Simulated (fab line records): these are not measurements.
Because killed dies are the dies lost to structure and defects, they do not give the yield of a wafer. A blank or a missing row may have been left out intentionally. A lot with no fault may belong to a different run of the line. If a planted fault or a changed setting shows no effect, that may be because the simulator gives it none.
Chamber matching :: flow nand_harc :: NHARC_A_WL_FILL_CMP_12 on cmp-04 has 4 sister chambers
The step polishes, t overpolish 30 s, target thk 75 nm. 20 wafers are shown with their chamber, then 10 later ones without.

## WAFERS, EACH WITH ITS CHAMBER
wafer: L074.2
chamber: 2
motor_current_A (A): 10.4
time_to_endpoint_s (s): 15.7
overpolish_run_s (s): 30.013

wafer: L074.5
chamber: 3
motor_current_A (A): 10.2
time_to_endpoint_s (s): 14.0
overpolish_run_s (s): 30.015

wafer: L074.6
chamber: 2
motor_current_A (A): 10.8
time_to_endpoint_s (s): 15.0
overpolish_run_s (s): 30.002

wafer: L076.2
chamber: 3
motor_current_A (A): 11.2
time_to_endpoint_s (s): 14.4
overpolish_run_s (s): 30.007

wafer: L076.4
chamber: 1
motor_current_A (A): 9.3
time_to_endpoint_s (s): 11.0
overpolish_run_s (s): 30.005

wafer: L076.6
chamber: 2
motor_current_A (A): 9.9
time_to_endpoint_s (s): 13.6
overpolish_run_s (s): 30.002

wafer: L081.1
chamber: 1
motor_current_A (A): 10.0
time_to_endpoint_s (s): 14.7
overpolish_run_s (s): 29.997

wafer: L081.4
chamber: 3
motor_current_A (A): 11.1
time_to_endpoint_s (s): 19.0
overpolish_run_s (s): 30.000

wafer: L081.6
chamber: 1
motor_current_A (A): 8.9
time_to_endpoint_s (s): 12.9
overpolish_run_s (s): 29.999

wafer: L083.1
chamber: 3
motor_current_A (A): 11.0
time_to_endpoint_s (s): 21.9
overpolish_run_s (s): 29.999

wafer: L083.2
chamber: 0
motor_current_A (A): 12.8
time_to_endpoint_s (s): 15.8
overpolish_run_s (s): 30.007

wafer: L083.5
chamber: 3
motor_current_A (A): 10.7
time_to_endpoint_s (s): 17.0
overpolish_run_s (s): 30.002

wafer: L087.3
chamber: 0
motor_current_A (A): 12.7
time_to_endpoint_s (s): 15.2
overpolish_run_s (s): 30.009

wafer: L087.5
chamber: 1
motor_current_A (A): 9.0
time_to_endpoint_s (s): 15.9
overpolish_run_s (s): 30.006

wafer: L087.6
chamber: 0
motor_current_A (A): 12.9
time_to_endpoint_s (s): 18.2
overpolish_run_s (s): 29.975

wafer: L089.1
chamber: 3
motor_current_A (A): 10.9
time_to_endpoint_s (s): 19.2
overpolish_run_s (s): 29.999

wafer: L089.2
chamber: 2
motor_current_A (A): 9.7
time_to_endpoint_s (s): 17.1
overpolish_run_s (s): 30.009

wafer: L089.5
chamber: 0
motor_current_A (A): 12.8
time_to_endpoint_s (s): 13.4
overpolish_run_s (s): 29.994

wafer: L088.1
chamber: 3
motor_current_A (A): 11.3
time_to_endpoint_s (s): 18.8
overpolish_run_s (s): 30.002

wafer: L088.2
chamber: 0
motor_current_A (A): 12.5
time_to_endpoint_s (s): 15.0
overpolish_run_s (s): 29.986

SIGNATURES (means of the wafers above)
reading: motor_current_A
chamber 0: 12.740
chamber 1: 9.300
chamber 2: 10.200
chamber 3: 10.914
scatter within a chamber: 0.387

reading: time_to_endpoint_s
chamber 0: 15.520
chamber 1: 13.625
chamber 2: 15.350
chamber 3: 17.757
scatter within a chamber: 2.24

reading: overpolish_run_s
chamber 0: 29.99420
chamber 1: 30.00175
chamber 2: 30.00650
chamber 3: 30.00343
scatter within a chamber: 0.00854
Rule: for a wafer and a chamber, the distance is found by dividing, reading by reading, the gap between the wafer's reading and the chamber's mean by the reading's scatter, squaring, summing and taking the root. If the next closest chamber is less than 2 further off than the closest, the wafer can't be placed; otherwise it belongs to the closest. The scatter is the square root of a quotient: the sum, over the shown wafers, of each reading's squared deviation from its chamber's mean, divided by wafers minus chambers.

## WAFERS WITH NO CHAMBER GIVEN
wafer: L088.4
motor_current_A (A): 10.6
time_to_endpoint_s (s): 15.4
overpolish_run_s (s): 29.998

wafer: L090.1
motor_current_A (A): 10.7
time_to_endpoint_s (s): 19.3
overpolish_run_s (s): 30.009

wafer: L090.3
motor_current_A (A): 12.8
time_to_endpoint_s (s): 16.2
overpolish_run_s (s): 30.003

wafer: L090.6
motor_current_A (A): 10.5
time_to_endpoint_s (s): 18.9
overpolish_run_s (s): 30.000

wafer: L092.1
motor_current_A (A): 10.5
time_to_endpoint_s (s): 16.3
overpolish_run_s (s): 30.009

wafer: L092.2
motor_current_A (A): 10.4
time_to_endpoint_s (s): 16.6
overpolish_run_s (s): 30.023

wafer: L092.4
motor_current_A (A): 12.5
time_to_endpoint_s (s): 14.5
overpolish_run_s (s): 29.986

wafer: L091.1
motor_current_A (A): 10.0
time_to_endpoint_s (s): 13.7
overpolish_run_s (s): 29.985

wafer: L091.5
motor_current_A (A): 9.8
time_to_endpoint_s (s): 13.2
overpolish_run_s (s): 30.001

wafer: L091.6
motor_current_A (A): 12.5
time_to_endpoint_s (s): 12.2
overpolish_run_s (s): 30.005

## WHICH CHAMBER EACH ONE RAN IN
wafer: L088.4
from the rows above: can't be placed: 2 or 3
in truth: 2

wafer: L090.1
from the rows above: can't be placed: 3 or 2
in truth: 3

wafer: L090.3
from the rows above: 0
in truth: 0

wafer: L090.6
from the rows above: can't be placed: 3 or 2
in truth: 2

wafer: L092.1
from the rows above: can't be placed: 2 or 3
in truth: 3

wafer: L092.2
from the rows above: can't be placed: 2 or 3 or 1
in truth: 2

wafer: L092.4
from the rows above: 0
in truth: 0

wafer: L091.1
from the rows above: can't be placed: 1 or 2 or 3
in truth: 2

wafer: L091.5
from the rows above: can't be placed: 1 or 2
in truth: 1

wafer: L091.6
from the rows above: 0
in truth: 0
Correctly placed: 3 of 10. These rows do not allow placing 7 (true chamber among the candidates in 7). Placed wrongly: 0.
